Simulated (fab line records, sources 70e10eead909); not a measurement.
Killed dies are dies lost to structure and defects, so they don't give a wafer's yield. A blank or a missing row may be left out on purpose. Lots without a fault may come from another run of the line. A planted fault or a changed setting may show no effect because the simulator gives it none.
fab line records | flow nand_harc
record lots=5 wafers=15 last_day=33
route steps=1302 shown A_CONTACT@1105 A_BLC@1107 END@1302
lots that met no fault: from a run of the same line without faults
start_h: hours from the record's first day to the start of the lot's first wafer shown | wait_h: hours since the lot's step before | " the same as in the row above | L1.1+2: a row that stands for several wafers | - no value, or no start given | * or withheld: withheld | < > ~ a bound
route shown NAME@n: a module of which the file shows steps, and the number in the route of the first | usual: mean/standard deviation of fault-free wafers | same: alike in all rows | chamber/n: place in a boat | sites: the reading at each site | _std_site: their standard deviation | _edge_site: outer sites' mean less inner sites' | radius_mm: how far each site lies from the wafer's centre | mask NAME#n: copy n | behind: the tool/chamber that last shaped the wafer | hold: why the lot was held/for how many hours/how that ended | device: the transistor (n, p or np) that didn't switch | end of line: the same wafers' tests at the end of the route | a step without rows: its recipe alone | killed: dies lost to structure and defects at the first sort, not the wafer's yield | map: a wafer's dies, x killed, . not, _ none there
set.NAME: the setting as run; set.NAME@STEP: as run at that earlier step | model.NAME: the simulator's own value behind a step, which no gauge read
lots at some steps of the route; a table a step, a row a wafer
services: from which hour (start_h, from the record's first day; less than 0 if before it) a tool's chamber was out of use, for how many hours, and why
## steps
# step NHARC_A_CONTACT_SRD_22
# step NHARC_A_CONTACT_INSPECT_23
# usual raw_defect_count=511/130
# columns lot.wafer tool chamber start_h wait_h raw_defect_count
L658.1 defect_inspect-01 - 530.29 0.1 401
L658.3 " - " " 403
L658.5 " - " " 323
L662.3 defect_inspect-02 - 570.21 0.1 672
L662.4 " - " " 616
L662.5 " - " " 446
L663.3 defect_inspect-01 - 588.59 0.1 642
L663.4 " - " " 602
L663.5 " - " " 494
L677.1 defect_inspect-02 - 707.91 0.1 370
L677.3 " - " " 477
L677.5 " - " " 451
L680.2 defect_inspect-02 - 737.32 0.1 430
L680.3 " - " " 526
L680.4 " - " " 432
# step NHARC_A_BLC_DEHYDRATE_00
# recipe temp_c=150 time_s=120
# step NHARC_A_BLC_HMDS_01
# recipe time_s=30
# step NHARC_A_BLC_COAT_02
# recipe temp_c=260 time_s=75
# step NHARC_A_BLC_COAT_03
# recipe temp_c=225 time_s=65
# step NHARC_A_BLC_COAT_04
# recipe spin_rpm=1500 resist_thk_nm=90
# step NHARC_A_BLC_SOFTBAKE_05
# recipe temp_c=105 time_s=55
# step NHARC_A_BLC_EBR_06
# step NHARC_A_BLC_EXPOSE_07
# recipe na=1.35 target_cd_nm=100 dose_mj=67.97 mask_id=A_BLC
# step NHARC_A_BLC_PEB_08
# recipe peb_temp_c=100 peb_time_s=65
# step NHARC_A_BLC_DEVELOP_09
# recipe develop_time_s=35 dev_temp_c=23
# columns lot.wafer tool chamber start_h wait_h
L658.1+3+5 litho_track-04 0 530 -
L662.3+4+5 litho_track-06 0 570 -
L663.3+4+5 litho_track-06 0 589 -
L677.1+3+5 litho_track-01 0 708 -
L680.2+3+4 litho_track-01 0 737 -
# step NHARC_A_BLC_CD_MEAS_10
# recipe target_cd_nm=100 landing_energy_ev=500
# usual cd_nm=99.7/0.51
# columns lot.wafer tool chamber start_h wait_h cd_nm
L658.1 cd_sem-02 0 530.81 - 100.5
L658.3 " 0 " " 100.3
L658.5 " 0 " " 99.8
L662.3 cd_sem-02 0 570.72 - 99.3
L662.4 " 0 " " 99.7
L662.5 " 0 " " 99.7
L663.3 cd_sem-02 0 589.10 - 99.1
L663.4 " 0 " " 99.4
L663.5 " 0 " " 97.9
L677.1 cd_sem-03 0 708.41 - 99.3
L677.3 " 0 " " 100.1
L677.5 " 0 " " 99.8
L680.2 cd_sem-02 0 737.71 - 99.3
L680.3 " 0 " " 100.1
L680.4 " 0 " " 99.6
# step NHARC_A_BLC_OVL_MEAS_11
# usual overlay_x_nm=-0.3/0.86 overlay_y_nm=0.0/0.83
# columns lot.wafer tool chamber start_h wait_h overlay_x_nm overlay_y_nm
L658.1 overlay-02 - 530.89 - 0.6 0.0
L658.3 " - " " -0.1 -0.4
L658.5 " - " " -0.5 0.1
L662.3 overlay-02 - 570.80 - -1.0 1.3
L662.4 " - " " -1.0 0.7
L662.5 " - " " -1.6 0.4
L663.3 overlay-01 - 589.18 - 0.7 -1.1
L663.4 " - " " 0.5 -1.8
L663.5 " - " " 0.7 -0.8
L677.1 overlay-01 - 708.50 - 1.3 0.0
L677.3 " - " " 0.3 0.5
L677.5 " - " " 1.4 0.3
L680.2 overlay-02 - 737.79 - -1.0 0.0
L680.3 " - " " -1.1 1.0
L680.4 " - " " -1.2 0.9
# step NHARC_A_BLC_INSPECT_12
# usual raw_defect_count=94/36
# columns lot.wafer tool chamber start_h wait_h raw_defect_count
L658.1 defect_inspect-02 - 530.93 0.0 47
L658.3 " - " " 52
L658.5 " - " " 42
L662.3 defect_inspect-02 - 570.84 0.0 114
L662.4 " - " " 105
L662.5 " - " " 94
L663.3 defect_inspect-02 - 589.22 0.0 124
L663.4 " - " " 124
L663.5 " - " " 116
L677.1 defect_inspect-01 - 708.54 0.0 91
L677.3 " - " " 111
L677.5 " - " " 90
L680.2 defect_inspect-01 - 737.83 0.0 79
L680.3 " - " " 98
L680.4 " - " " 71
# step NHARC_A_BLC_DESCUM_15
# recipe time_s=3 o2_flow_sccm=200 ar_flow_sccm=0 bias_power_w=0 chemistry=O2
# usual drypump_motor_current_A=5.9/0.57 mfc_ar_sccm=0.009/0.013 oes_product_au=1.001/0.0082 rf_vpp_V=57.7/1 showerhead_plenum_p_Torr=1.90/0.1 throttle_valve_pct=11.311/0.0085
# columns lot.wafer tool chamber start_h wait_h drypump_motor_current_A mfc_ar_sccm oes_product_au rf_hours_counter_h rf_vpp_V showerhead_plenum_p_Torr throttle_valve_pct model.A_BLC.cd_nm
L658.1 rie_diel-11 0 531.00 0.1 4.9 0 1.015 9 57.7 1.85 11.328 99.93
L658.3 " 2 " " 6.6 0 0.997 6 58.6 2.02 11.297 100.3
L658.5 " 3 " " 5.3 0 1.018 - 57.1 1.78 11.327 99.82
L662.3 rie_diel-10 0 570.92 0.1 5.6 0 1.000 8 58.4 2.06 11.305 99.62
L662.4 " 1 " " 6.2 0.038 1.001 7 57.2 1.81 11.310 99.41
L662.5 " 3 " " 6.4 0 0.994 - 57.4 1.96 11.315 100.1
L663.4 rie_diel-10 1 589.28 0.1 6.1 0.038 1.004 8 56.4 1.81 11.315 99.14
L663.3 " 3 " " 6.3 0 0.993 9 57.4 1.96 11.313 99.19
L663.5 " 2 " " 6.1 0.014 0.988 - 57.9 1.86 11.318 98.44
L677.1 rie_diel-10 0 708.61 0.1 5.6 0 1.000 6 59.4 2.05 11.316 99.35
L677.3 " 2 " " 6.1 0.014 0.993 6 58.1 1.86 11.324 100.1
L677.5 " 0 " " 5.6 0 1.012 - 59.4 2.05 11.297 99.41
L680.3 rie_diel-11 3 737.90 0.1 5.3 0 0.993 12 57.2 1.78 11.300 99.76
L680.2 " 0 " " 4.9 0 0.990 11 58.6 1.85 11.306 99.15
L680.4 " 1 " " 5.6 0 1.000 11 57.3 1.78 11.301 99.18
# step NHARC_A_BLC_ETCH_16
# recipe target_depth_a=390 over_etch_frac=0.3 time_s=65 ion_energy_ev=80 cf4_flow_sccm=150 ar_flow_sccm=0 rf_w=300 bias_w=100 chemistry=CF4
# usual bias_w=99.94/0.3 drypump_motor_current_A=5.9/0.56 mfc_ar_sccm=0.008/0.013 oes_product_au=1.001/0.0088 rf_vpp_V=151.1/1.2 showerhead_plenum_p_Torr=1.76/0.087 throttle_valve_pct=13.284/0.0093
# columns lot.wafer tool chamber start_h wait_h bias_w drypump_motor_current_A mfc_ar_sccm oes_product_au rf_hours_counter_h rf_vpp_V showerhead_plenum_p_Torr throttle_valve_pct
L658.1 rie_diel-11 3 531.08 0.1 99.74 5.3 0 0.999 9 149.5 1.66 13.280
L658.3 " 1 " " 100.03 5.6 0 0.997 8 149.7 1.65 13.293
L658.5 " 2 " " 100.11 6.6 0 0.999 - 153.8 1.86 13.284
L662.3 rie_diel-10 3 571.00 0.1 100.18 6.3 0 0.992 8 151.3 1.81 13.282
L662.4 " 0 " " 99.74 5.5 0 0.997 8 152.3 1.89 13.271
L662.5 " 2 " " 99.81 6.1 0.014 0.982 - 151.5 1.73 13.271
L663.4 rie_diel-10 2 589.37 0.1 100.05 6.1 0.014 0.988 9 149.4 1.72 13.279
L663.3 " 1 " " 99.94 6.2 0.038 0.999 8 150.7 1.68 13.282
L663.5 " 3 " " 99.75 6.3 0 1.010 - 151.4 1.81 13.278
L677.1 rie_diel-10 2 708.70 0.1 99.48 6.1 0.014 0.993 6 151.4 1.72 13.286
L677.3 " 3 " " 100.08 6.3 0 0.999 6 151.2 1.81 13.285
L677.5 " 0 " " 99.86 5.6 0 1.004 - 153.0 1.89 13.290
L680.4 rie_diel-11 0 737.98 0.1 100.22 4.9 0 0.988 11 151.6 1.71 13.286
L680.3 " 1 " " 100.33 5.6 0 0.998 11 150.2 1.65 13.278
L680.2 " 2 " " 99.84 6.6 0 1.008 11 149.7 1.85 13.286
# step NHARC_A_BLC_ETCH_17
# recipe target_depth_a=3900 over_etch_frac=0.25 time_s=609.38 ion_energy_ev=200 n2_flow_sccm=150 h2_flow_sccm=150 ar_flow_sccm=0 rf_w=400 bias_w=150 chemistry=N2/H2
# usual bias_w=150.0/0.41 drypump_motor_current_A=5.8/0.58 mfc_ar_sccm=0.007/0.012 oes_product_au=1.003/0.0073 rf_vpp_V=430/3.2 showerhead_plenum_p_Torr=2.03/0.11 throttle_valve_pct=14.171/0.009
# columns lot.wafer tool chamber start_h wait_h bias_w drypump_motor_current_A mfc_ar_sccm oes_product_au rf_hours_counter_h rf_vpp_V showerhead_plenum_p_Torr throttle_valve_pct model.A_BLC.cd_nm
L658.1 rie_diel-11 3 - - 150.0 5.4 0 1.013 9 425 1.90 14.178 99.34
L658.3 " 1 " " 149.6 5.6 0 0.998 8 427 1.89 14.171 99.14
L658.5 " 2 " " 150.4 6.6 0 1.006 - 436 2.16 14.177 101.7
L662.3 rie_diel-10 0 - - 150.4 5.6 0 1.006 8 436 2.20 14.175 98.82
L662.4 " 2 " " 148.9 6.1 0.014 0.996 8 428 1.98 14.177 99.54
L662.5 " 3 " " 150.0 6.3 0 1.003 - 431 2.10 14.174 101.4
L663.3 rie_diel-10 0 - - 150.8 5.5 0 1.003 9 435 2.20 14.159 98.96
L663.4 " 1 " " 150.7 6.1 0.038 1.010 9 427 1.93 14.179 100.1
L663.5 " 3 " " 150.0 6.3 0 1.000 - 432 2.09 14.178 98.67
L677.1 rie_diel-10 3 - - 150.3 6.3 0 1.000 6 432 2.09 14.168 98.77
L677.3 " 2 " " 150.4 6.1 0.014 0.993 6 430 1.98 14.180 100.9
L677.5 " 0 " " 150.2 5.6 0 1.000 - 435 2.19 14.177 98.27
L680.2 rie_diel-11 2 - - 149.7 6.6 0 1.008 11 433 2.15 14.175 100.3
L680.4 " 3 " " 149.7 5.3 0 0.998 12 426 1.89 14.170 98.61
L680.3 " 1 " " 149.4 5.6 0 0.995 11 428 1.89 14.173 98.66
# step NHARC_A_BLC_ETCH_18
# recipe target_depth_a=9100 c4f8_flow_sccm=20 o2_flow_sccm=10 ar_flow_sccm=withheld rf_w=600 bias_w=1500 chemistry=C4F8/O2/Ar
# usual bias_w=1500/4.4 oes_product_au=0.954/0.022 rf_vpp_V=977/7
# columns lot.wafer tool chamber start_h wait_h bias_w oes_product_au rf_hours_counter_h rf_vpp_V
L658.1 rie_diel-11 0 - - 1509 0.929 9 973
L658.3 " 2 " " 1502 0.970 6 985
L658.5 " 3 " " 1502 0.929 - 968
L662.4 rie_diel-10 3 - - 1485 0.959 8 979
L662.3 " 1 " " 1497 0.982 8 971
L662.5 " 0 " " 1497 0.988 - 987
L663.4 rie_diel-10 2 - - 1499 0.918 9 975
L663.3 " 0 " " 1500 0.926 10 988
L663.5 " 3 " " 1500 0.914 - 983
L677.1 rie_diel-10 0 - - 1500 0.920 7 988
L677.3 " 2 " " 1499 0.919 6 974
L677.5 " 0 " " 1497 0.917 - 988
L680.3 rie_diel-11 1 - - 1507 0.974 11 968
L680.2 " 3 " " 1499 0.962 12 968
L680.4 " 0 " " 1504 0.979 11 974
# step NHARC_END_SORT_01
# recipe temp_c=25
# usual killed_at_array=56/19 killed_at_other=1.0/1.5 killed_at_periphery=3.4/2.4 killed_dies=60/19 killed_open=3.3/1.8 killed_short=2.4/1.7
# same gross_dies=677
# columns lot.wafer tool chamber start_h wait_h killed_at_array killed_at_other killed_at_periphery killed_dies killed_open killed_short
L658.1 prober-02 0 569.77 2.5 36 1 3 40 5 4
L658.3 prober-02 0 571.41 3.1 32 0 2 34 0 7
L658.5 prober-02 0 573.04 3.8 31 0 3 34 2 1
L663.3 prober-01 0 633.35 3.1 67 0 2 69 3 4
L663.4 prober-01 0 634.14 3.4 59 0 5 64 1 3
L663.5 prober-01 0 634.93 3.7 79 0 5 84 1 1
# killed by level:class
L658.1 A_SLIT:chamber_film_flake=15 A_CHANNEL_HOLE_D2:chamber_film_flake=4 A_ZERO_WELL:chamber_film_flake=3 A_WL_FILL:geometric_particle:short=2 P_ZERO_WELL:chamber_film_flake=2 A_CHANNEL_FILL_D1:chamber_film_flake=2 A_SGD_CUT:chamber_film_flake=2 P_CONTACT:geometric_particle:open=1
L658.3 A_SLIT:chamber_film_flake=17 A_CHANNEL_HOLE_D2:chamber_film_flake=3 A_WL_FILL:geometric_particle:short=2 A_CHANNEL_FILL_D1:chamber_film_flake=2 A_ONON_D1:geometric_particle:short=1 A_CHANNEL_HOLE_D1:geometric_particle:short=1 A_DECK1_JOINT:geometric_particle:short=1 A_CHANNEL_HOLE_D2:geometric_particle:short=1
L658.5 A_SLIT:chamber_film_flake=16 A_CHANNEL_HOLE_D2:chamber_film_flake=9 P_GATE:geometric_particle:open=1 A_WL_FILL:geometric_particle:short=1 A_BLC:geometric_particle:open=1 P_ZERO_WELL:chamber_film_flake=1 P_BONDPAD:chamber_film_flake=1 A_ZERO_WELL:chamber_film_flake=1
L663.3 A_CHANNEL_HOLE_D2:chamber_film_flake=28 A_CHANNEL_HOLE_D1:chamber_film_flake=23 A_CONTACT:chamber_film_flake=6 A_ONON_D2:geometric_particle:open=2 A_CHANNEL_FILL_D2:geometric_particle:short=2 P_M0:geometric_particle:open=1 A_SOURCE_PLATE:geometric_particle:short=1 A_ONON_D1:geometric_particle:short=1
L663.4 A_CHANNEL_HOLE_D1:chamber_film_flake=29 A_CHANNEL_HOLE_D2:chamber_film_flake=15 A_SLIT:chamber_film_flake=5 P_GATE:chamber_film_flake=3 A_CONTACT:chamber_film_flake=3 A_STAIRCASE:chamber_film_flake=2 P_GATE:geometric_particle:open=1 A_DECK1_JOINT:geometric_particle:short=1
L663.5 A_CHANNEL_HOLE_D2:chamber_film_flake=38 A_CHANNEL_HOLE_D1:chamber_film_flake=29 A_CONTACT:chamber_film_flake=6 P_GATE:chamber_film_flake=4 A_WL_FILL:chamber_film_flake=2 A_ONON_D1:geometric_particle:open=1 A_CHANNEL_FILL_D1:geometric_particle:short=1 P_M2:chamber_film_flake=1
## services
# columns tool chamber start_h hours kind
rie_diel-10 0 526.50 - clean
rie_diel-10 1 526.50 - clean
rie_diel-10 2 526.50 - clean
rie_diel-10 3 526.50 - clean
litho_track-06 - 529.00 7.0 pm
rie_diel-10 - 541.25 0.4 repair
rie_diel-10 0 551.00 - clean
rie_diel-10 1 551.00 - clean
rie_diel-10 2 551.00 - clean
rie_diel-10 3 551.00 - clean
rie_diel-10 0 575.53 - clean
rie_diel-10 1 575.53 - clean
rie_diel-10 2 575.53 - clean
rie_diel-10 3 575.53 - clean
rie_diel-11 2 585.21 2.0 repair
rie_diel-11 1 594.15 10.2 repair
rie_diel-10 - 596.50 9.0 pm
rie_diel-10 0 596.50 9.0 vent_cycle
rie_diel-11 - 610.42 9.0 pm
rie_diel-11 0 627.77 4.4 repair
litho_track-01 - 680.00 7.0 pm
rie_diel-10 1 703.14 18.2 repair
litho_track-06 - 704.00 7.0 pm
litho_track-04 - 728.00 7.0 pm
## key
first_sign step=NHARC_A_BLC_CD_MEAS_10 reading=cd_nm direction=down sigmas=3.4 usual=99.7 struck=97.9
effect none on later readings
model_effect step=NHARC_A_BLC_DESCUM_15 value=A_BLC.cd_nm without=100.1 struck=98.44
model_effect step=NHARC_A_BLC_ETCH_17 value=A_BLC.cd_nm without=100.3 struck=98.67
met_at NHARC_A_BLC_DEVELOP_09
struck_wafers L663.5
tester_left_out L663
onset_between 570 589
fault kind=process_parameter_drift tool=litho_track-06 chamber=- onset_h=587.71 steps=NHARC_A_BLC_DEVELOP_09 channel=develop_time_s offset=* shape=step end_h=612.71 scope=struck_wafers_only acts_in=* stated=*
# tester_left_out: of these lots the tester's yield and bins aren't shown, on N5 and GAA mostly nor the transistor test; their killed dies are dies lost to structure and defects alone, not to doping, threshold or leakage, so they don't give the yield
